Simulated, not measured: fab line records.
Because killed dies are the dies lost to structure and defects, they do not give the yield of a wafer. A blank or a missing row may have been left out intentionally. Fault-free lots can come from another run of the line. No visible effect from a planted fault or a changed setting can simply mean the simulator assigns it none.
Matching of chambers / flow n5Finfet / N5_BEOL_M9_CURE_71 on uvCure-02 has 3 sister chambers
The step cures SiCOH lowk, time 240 s. 3 wafers are shown with their chamber, then 7 later ones without.

## WAFERS, EACH WITH ITS CHAMBER
wafer=L078.5 chamber=1 wafer_temp_C_max=386.2
wafer=L082.5 chamber=0 wafer_temp_C_max=387.8
wafer=L086.2 chamber=2 wafer_temp_C_max=386.8

## WAFERS WITHOUT THEIR CHAMBER
wafer=L086.4 wafer_temp_C_max=387.4
wafer=L095.2 wafer_temp_C_max=387.3
wafer=L095.4 wafer_temp_C_max=387.2
wafer=L095.5 wafer_temp_C_max=386.8
wafer=L097.4 wafer_temp_C_max=386.8
wafer=L097.5 wafer_temp_C_max=387.0
wafer=L097.6 wafer_temp_C_max=386.3

## WHICH CHAMBER EACH ONE RAN IN
wafer=L086.4; from the rows above=can't be placed: 0 or 2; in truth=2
wafer=L095.2; from the rows above=can't be placed: 0 or 2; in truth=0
wafer=L095.4; from the rows above=can't be placed: 2 or 0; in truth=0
wafer=L095.5; from the rows above=2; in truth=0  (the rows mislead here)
wafer=L097.4; from the rows above=2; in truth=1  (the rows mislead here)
wafer=L097.5; from the rows above=2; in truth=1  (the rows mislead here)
wafer=L097.6; from the rows above=can't be placed: 1 or 2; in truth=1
Placed correctly: 0 of 7. From these rows, 4 cannot be placed; in 4 the true chamber is one of the candidates. Wrongly placed: 3.
How it was worked out, from the rows above alone: a wafer's distance from a chamber is the root of the sum, over the readings, of the square of ((its reading less the chamber's mean) divided by the reading's scatter). The wafer belongs to the nearest chamber; if the next one is less than 2 further off, it can't be placed. Each chamber's mean is taken over the wafers shown for it. The scatter (one wafer shown for each chamber): square how far every hidden wafer sits from the nearest shown wafer, average those squares and take the square root.
